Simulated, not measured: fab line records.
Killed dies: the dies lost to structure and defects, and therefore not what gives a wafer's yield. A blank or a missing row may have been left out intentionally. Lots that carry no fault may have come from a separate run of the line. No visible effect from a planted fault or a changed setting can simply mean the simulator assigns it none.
fab line records    flow n5Finfet
[record] lots = 4  wafers = 12  lastDay = 17
route steps=1938 shown HKMG_FIN@462 GATE_CUT@465 PASSIVATION@1936
lots that met no fault: taken from a fault-free run of the same line
startH: hours from the record's first day to the start of the lot's first wafer shown    waitH: how many hours have passed since the lot's step before this one    " unchanged from the row above    L1.1+2: a row that stands for several wafers    - no value present, or no start provided    * or withheld: withheld    < > ~ a bound
route shown NAME@n: a module of which the file shows steps, and the number in the route of the first    usual: mean/standard deviation of fault-free wafers    same: alike in all rows    chamber/n: place in a boat    sites: readings site by site    _std_site: standard deviation across them    _edge_site: outer sites' mean less inner sites'    radiusMm: for every site, how far away it sits from the centre of the wafer    mask NAME#n: copy n    behind: tool/chamber where the wafer was last shaped    hold: reason for holding the lot/hours on hold/outcome of the hold    device: transistor that didn't switch, given as n, p or np    end of line: tests of these same wafers at the route's end    step lacking rows: just its recipe    killed: dies that structure and defects cost at the first sort, which is not the same as the wafer's yield    map: shows each die of a wafer: x if killed, . if not, _ if none is there
set.NAME: the setting that was run; set.NAME@STEP: the one run at that earlier step    model.NAME: the simulator's own value behind a step, which no gauge read
lots at some steps of the route; a table a step, a row a wafer
services: a tool's chamber out of use, with start hour (startH, from the record's first day; less than 0 if before it), hours out, and reason
[[steps]]
[step N5_HKMG_FIN_CMP_94]
[recipe] stopOn = SiNx  postCmpClean = wDiluteNh4oh  tOverpolishS = 4.7  downForcePsi = 4  platenRpm = 50.289  padVelocityMS = 1.0006  targetThkNm = 43.299
[step N5_GATE_CUT_ETCHBACK_00]
[recipe] chemistry = SF6/Cl2  target = W  pressureMtorr = 8  icpW = 900  biasW = 80  SF6_flow_sccm = 40  Cl2_flow_sccm = 60
[step N5_GATE_CUT_ETCH_56]
[recipe] chemistry = Cl2/Ar  target = TiN  targetDepthA = 216  pressureMtorr = 10  icpW = 600  biasW = 60  Cl2_flow_sccm = 40  Ar_flow_sccm = 60
[step N5_GATE_CUT_ETCHBACK_30]
[recipe] chemistry = Cl2/Ar  target = TiN  targetDepthA = 30  mode = isotropic  pressureMtorr = 10  icpW = 600  biasW = 60  Cl2_flow_sccm = 40  Ar_flow_sccm = 60
[step N5_GATE_CUT_VAPOR_ETCH_60]
[recipe] chemistry = BCl3/Cl2  target = HfO2  mode = isotropic
[step N5_GATE_CUT_ETCH_58]
[recipe] chemistry = CH3F/O2  target = SiNx  targetDepthA = 170  timeS = 128.6  ionEnergyEv = 50  pressureMtorr = 30  sourceW = 415  biasW = 21  Ar_flow_sccm = 150  CH3F_flow_sccm = 30  O2_flow_sccm = 20
[step N5_GATE_CUT_STRIP_59]
[recipe] chemistry = N2/H2  timeS = 20  powerW = 100  tempC = 40  pressureMtorr = 100  rfFrequencyHz = 6e+07  biasPowerW = 3  n2FlowSccm = 300  h2FlowSccm = 300
[step N5_GATE_CUT_PRECLEAN_31]
[recipe] tempC = 23  chemistry = DIW  timeS = 300
[step N5_GATE_CUT_SRD_32]
[recipe] timeS = 30  tempC = 23  rinseLiquid = diw  dry = ipaMarangoni
[step N5_GATE_CUT_SAC_CAP_01]
[recipe] material = SiNx  targetThkA = 240  tempC = 400  aldPrecursorFamily = SiH2I2  aldCoReactant = N2/H2-plasma  pulseTimeS = 1  aldCycles = 480  purgeTimeS = 2  coReactantPurgeTimeS = 2  pressureTorr = 2
[step N5_GATE_CUT_PECVD_57]
[recipe] material = SiNx  targetThkA = 210  tempC = 400  precursor = SiH4/NH3/N2  pressureTorr = 1.5  rfW = 300
[usual] heaterPowerW = 768/91  showerheadPlenumPTorr = 5.17/0.079  throttleValvePct = 39.6/2.1
lot.wafer  tool      chamber  startH  waitH  heaterPowerW  showerheadPlenumPTorr  throttleValvePct
L906.3     pecvd-04  2        125.58  1.1    903           5.13                   35.5
L906.5     "         0        "       "      836           5.14                   40.8
L906.6     "         1        "       "      769           5.07                   40.6
L908.2     pecvd-01  0        138.43  1.1    675           5.14                   39.3
L908.3     "         2        "       "      707           5.20                   39.1
L908.4     "         1        "       "      768           5.12                   39.9
L915.1     pecvd-01  1        180.70  1.1    707           5.13                   39.5
L915.2     "         2        "       "      675           5.21                   39.0
L915.5     "         2        "       "      691           5.20                   39.0
L917.3     pecvd-01  0        192.65  1.1    698           5.15                   39.4
L917.4     "         2        "       "      745           5.20                   39.3
L917.6     "         1        "       "      870           5.12                   39.9
[step N5_GATE_CUT_CMP_02]
[recipe] stopOn = SiO2  tOverpolishS = 12.7  postCmpClean = alkalineBrush  downForcePsi = 2.5  platenRpm = 51.8  padVelocityMS = 1.0307  targetThkNm = 0
[step N5_GATE_CUT_HM_DEP_46]
[recipe] material = SiO2  targetThkA = 1300  tempC = 400  precursor = TEOS/O2  pressureTorr = 6.5  rfW = 900  teosFlowSccm = 161.4  gas = O2  flowSccm = 2650  timeS = 26.6
[step N5_GATE_CUT_COAT_34]
[recipe] resist = SOC  tempC = 250  timeS = 60  spinRpm = 1500  resistThkNm = 60
[step N5_GATE_CUT_COAT_35]
[recipe] resist = SiARC  tempC = 220  timeS = 60  spinRpm = 1500  resistThkNm = 10
[step N5_GATE_CUT_COAT_27]
[recipe] resist = underlayer  tempC = 205  timeS = 60  spinRpm = 1500  resistThkNm = 10
[step N5_GATE_CUT_COAT_07]
[recipe] resist = CAR-EUV  spinRpm = 1500  resistThkNm = 30
[step N5_GATE_CUT_EBR_09]
[recipe] solvent = PGMEA  ebrWidthMm = 1.5
[step N5_GATE_CUT_SOFTBAKE_08]
[recipe] tempC = 110  timeS = 60  resist = CAR-EUV
[step N5_GATE_CUT_EXPOSE_10]
[recipe] maskId = GATE_CUT  na = 0.33  sourceShape = annular  sigmaInner = 0.35  sigmaOuter = 0.8  polarization = unpolarized  targetCdNm = 20  doseMj = 43.25
[step N5_GATE_CUT_PEB_11]
[recipe] pebTempC = 100  pebTimeS = 60  resist = CAR-EUV
[step N5_GATE_CUT_DEVELOP_12]
[recipe] developTimeS = 30  developer = TMAH  resist = CAR-EUV  rinseLiquid = surfactantRinse  dry = airSpin  devTempC = 23
[step N5_GATE_CUT_DESCUM_18]
[recipe] chemistry = O2  timeS = 7  sourcePowerW = 50  biasPowerW = 20  pressureMtorr = 20  rfFrequencyHz = 2.712e+07  tempC = 40  resist = CAR-EUV  o2FlowSccm = 225
[step N5_GATE_CUT_ETCH_28]
[recipe] chemistry = N2/H2  target = underlayer  targetDepthA = 130  maskMaterial = CAR-EUV  timeS = 10.4  ionEnergyEv = 200  pressureMtorr = 30  sourceW = 840  biasW = 150  n2FlowSccm = 200  h2FlowSccm = 200  ends = cleared
[step N5_GATE_CUT_ETCH_36]
[recipe] chemistry = CF4  target = SiARC  targetDepthA = 130  maskMaterial = CAR-EUV  timeS = 21.7  ionEnergyEv = 80  pressureMtorr = 40  sourceW = 545  biasW = 36  Ar_flow_sccm = 100  cf4FlowSccm = 100  ends = cleared
[step N5_GATE_CUT_ETCH_37]
[recipe] chemistry = N2/H2  target = SOC  targetDepthA = 600  overetchA = 120  maskMaterial = SiARC  tempC = 40  timeS = 90  ionEnergyEv = 200  pressureMtorr = 30  sourceW = 840  biasW = 150  n2FlowSccm = 200  h2FlowSccm = 200
[step N5_GATE_CUT_STRIP_38]
[recipe] chemistry = N2/H2  tempC = 40  n2FlowSccm = 200  h2FlowSccm = 200  rfFrequencyHz = 6e+07
[step N5_GATE_CUT_STRIP_39]
[recipe] chemistry = N2/H2  tempC = 40  n2FlowSccm = 200  h2FlowSccm = 200  rfFrequencyHz = 6e+07
[step N5_GATE_CUT_HM_OPEN_40]
[recipe] chemistry = C4F6/O2  target = SiO2  maskMaterial = SiARC  targetDepthA = 1390  timeS = 85.1  ionEnergyEv = 250  pressureMtorr = 30  sourceW = 345  biasW = 185  Ar_flow_sccm = 300  C4F6_flow_sccm = 10  O2_flow_sccm = 10  ends = cleared
[step N5_GATE_CUT_STRIP_41]
[recipe] chemistry = CF4  resist = SiARC  powerW = 300  biasPowerW = 75  pressureMtorr = 50  cf4FlowSccm = 150  rfFrequencyHz = 6e+07
[step N5_GATE_CUT_STRIP_42]
[recipe] chemistry = O2  powerW = 400  tempC = 40  pressureMtorr = 30  rfFrequencyHz = 6e+07  biasPowerW = 0  overashFraction = 0.3  o2FlowSccm = 225
[step N5_GATE_CUT_ETCH_19]
[recipe] chemistry = CH3F/O2  target = SiNx  maskMaterial = SiO2  targetDepthA = 537  timeS = 76.7  pressureMtorr = 30  sourceW = 395  biasW = 73  Ar_flow_sccm = 150  CH3F_flow_sccm = 30  O2_flow_sccm = 20  ionEnergyEv = 120  ends = cleared
[step N5_GATE_CUT_CUT_ETCH_53]
[recipe] chemistry = SF6/Cl2  target = W  maskMaterial = SiO2  targetDepthA = 792  pressureMtorr = 8  icpW = 900  biasW = 80  SF6_flow_sccm = 40  Cl2_flow_sccm = 60  ends = cleared
[step N5_GATE_CUT_CUT_ETCH_54]
[recipe] chemistry = Cl2/BCl3  target = TiN  maskMaterial = SiO2  targetDepthA = 967  pressureMtorr = 10  icpW = 1000  biasW = 126  Cl2_flow_sccm = 53.25  bcl3FlowSccm = 21.75  Ar_flow_sccm = 25  ends = cleared
[step N5_GATE_CUT_CUT_ETCH_55]
[recipe] chemistry = BCl3  target = HfO2  maskMaterial = SiO2  targetDepthA = 32  ionEnergyEv = 30  pressureMtorr = 5  icpW = 450  biasW = 18  bcl3FlowSccm = 80
[step N5_GATE_CUT_ETCH_47]
[recipe] chemistry = Cl2/BCl3  target = SiO2  targetDepthA = 100  pressureMtorr = 10  icpW = 1000  biasW = 126  Cl2_flow_sccm = 53.25  bcl3FlowSccm = 21.75  Ar_flow_sccm = 25
[step N5_PASSIVATION_PROBE_49]
[usual] killed_at_M0_to_M3 = 32/11  killed_at_M4_up = 12/4.4  killedAtContacts = 13/6.1  killedAtFrontEnd = 39/12  killedAtOther = 3.9/3  killedDies = 100/17  killedOpen = 66/12  killedShort = 33/7.4
[same] grossDies = 1180  killedAtBackSide = 0
lot.wafer  tool       chamber  startH  waitH  killed_at_M0_to_M3  killed_at_M4_up  killedAtContacts  killedAtFrontEnd  killedAtOther  killedDies  killedOpen  killedShort
L915.1     prober-01  -        392.11  0.0    30                  14               17                92                2              155         54          35
L915.2     prober-01  -        392.16  0.1    35                  9                16                111               2              173         51          30
L915.5     prober-01  -        392.31  0.2    21                  17               13                125               4              180         54          32
L917.3     prober-01  -        396.11  0.1    42                  11               14                72                8              147         67          38
L917.4     prober-01  -        396.16  0.2    28                  11               13                149               1              202         74          28
L917.6     prober-01  -        396.26  0.3    45                  6                6                 115               7              179         71          36
// killed by level:class
L915.1 GATE_CUT:unspecified=66 MOL_CONTACT_COAG:geometricParticle:open=12 BEOL_M0_SAQP:geometricParticle:short=8 GATE_CUT:geometricParticle:short=6 BEOL_M2:geometricParticle:open=6 BEOL_M4:geometricParticle:open=6 MOL_CONTACT_COAG:geometricParticle:short=5 STI_FIN_REVEAL:geometricParticle:open=4
L915.2 GATE_CUT:unspecified=91 MOL_CONTACT_COAG:geometricParticle:open=12 BEOL_M1:geometricParticle:open=9 GATE_CUT:geometricParticle:open=6 BEOL_M0_SAQP:geometricParticle:open=6 BEOL_M5:geometricParticle:open=5 BEOL_M3:geometricParticle:open=5 GATE_CUT:geometricParticle:short=4
L915.5 GATE_CUT:unspecified=93 MOL_CONTACT_COAG:geometricParticle:open=10 BEOL_M4:geometricParticle:open=10 GATE_CUT:geometricParticle:short=8 FIN_SAQP:geometricParticle:short=6 BEOL_M3:geometricParticle:open=6 BEOL_M0_SAQP:geometricParticle:short=6 GATE_CUT:geometricParticle:open=5
L917.3 GATE_CUT:unspecified=42 MOL_CONTACT_COAG:geometricParticle:open=10 BEOL_M1:geometricParticle:open=9 STI_FIN_REVEAL:geometricParticle:open=7 BEOL_M2:geometricParticle:open=7 BEOL_M0_SAQP:geometricParticle:short=7 BEOL_M3:geometricParticle:open=6 BEOL_M4:geometricParticle:open=6
L917.4 GATE_CUT:unspecified=98 STI_FIN_REVEAL:geometricParticle:open=17 FIN_SAQP:geometricParticle:open=11 MOL_CONTACT_COAG:geometricParticle:open=10 BEOL_M0_SAQP:geometricParticle:open=7 BEOL_M3:geometricParticle:open=6 BEOL_M0:geometricParticle:open=5 FIN_SAQP:geometricParticle:short=4
L917.6 GATE_CUT:unspecified=72 BEOL_M0_SAQP:geometricParticle:open=12 FIN_SAQP:geometricParticle:open=11 BEOL_M0_SAQP:geometricParticle:short=11 STI_FIN_REVEAL:geometricParticle:open=10 BEOL_M2:geometricParticle:open=8 FIN_SAQP:geometricParticle:short=6 GATE_CUT:geometricParticle:short=5
// map L915.5 (x killed, . not)
_________________x.x......x..________________
______________................x._____________
___________x..................x..xx__________
__________.................xx.xx.xxx_________
________.......x...x....x..xxxxxxxxxx._______
_______...................x..xxxxxxxxx.______
______......x...x.x...x....x.xxxxxxxxxx._____
_____............x.......xxxxxxxxxxxxx.x.____
____.................x.....xxxxxxxxxxx....___
___....x...........x.......x.xxxxxxxxxx....__
___.....................x..x.xxxxxxx.xx....__
__...............x..........x.xxxxxxx......._
__.x..x.x.....x..........x.x..xx...xx......._
_...x...........................xx..xx.......
_......x.xx.....................x..........x.
_xx.............x......................x.....
_.......................x.x.....x...........x
_..............x......x......................
_...........x.......................xx.......
_.......x.......................x............
_................x.....................x....x
__...x....x.............x..................._
__............x........x...........x........_
___................x..............x........__
___........x..x.x...................x......__
____....x.................................___
_____..................x..x..........x...____
______........x.....................x..._____
_______.......x........................______
________x..x.........................._______
__________..................x......._________
___________.......x..x..........xx.__________
______________.xx..............._____________
_________________....x.......________________
// map L917.4 (x killed, . not)
_________________............________________
______________x.............x..._____________
___________.............x...x.xxxxx__________
__________....x.........x.x.x..xxxxx_________
________....................xxxxxxx.x._______
_______........xxx..........xxxxxxxxxxx______
______..x............x..x.x.xxxxxxxxxxxx_____
_____......................xxxxxxxxxxx.x.____
____x.....................xx.xxxxxxxxxx...___
___...x.........xx.........xxxxxxxxxxxx....__
___.............x.......x.....xxxxxx.x.xx..__
__.......x........x.....x....x.xxxxx.xxx...._
__............xx..x........xxx...x..x......._
_.................x............x..x..........
_x....x....x..............x......x...x.......
_..........x........x.........x.....x........
_x.............x....x.x.x.........x..........
_...........x............x.x.....x...........
_..........x.....x...........................
_.....................x...x.......x....x.....
_...x..................xx.x...x..............
__..........................xx.......x...x.._
__..x.............x............x..........x._
___.x.......x.x.x.....x...x....x........x..__
___.............x...x.......x...x.....x....__
____......x...........................x..x___
_____...............x....................____
______......x.........................x._____
_______..........x......x.x...x...x....______
________.......................x......_______
__________..x...........x.........x._________
___________....x.....x..x..x.......__________
______________.................._____________
_________________........x...________________
[[services]]
tool      chamber  startH  hours  kind
pecvd-01  -        104.26  0.7    repair
pecvd-01  0        120.29  5.2    repair
pecvd-04  0        131.15  6.1    repair
pecvd-01  1        139.24  2.1    scheduledDown
[[key]]
[firstSign] step = N5_PASSIVATION_PROBE_49  reading = killedAtFrontEnd  direction = up  sigmas = 6.1  usual = 39  struck = 111
[effect] step = N5_PASSIVATION_PROBE_49  reading = killedDies  direction = up  sigmas = 4.3  usual = 100  struck = 173
[moreKillsBornAt] N5_GATE_CUT_PECVD_57@pecvd-01 = 462
metAt N5_GATE_CUT_PECVD_57
struckWafers L915.1,L915.2,L915.5,L917.3,L917.4,L917.6
testerLeftOut L915,L917
onsetBetween 138.43 180.70
alsoFits time
[fault] kind = chamberParticleSource  tool = pecvd-01  chamber = -  onsetH = 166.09  steps = N5_GATE_CUT_PECVD_57  ratePerVisitCm2 = 0.52275  endH = 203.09
// testerLeftOut: of these lots the tester's yield and bins aren't shown, on N5 and GAA mostly nor the transistor test; their killed dies are dies lost to structure and defects alone, not to doping, threshold or leakage, so they don't give the yield
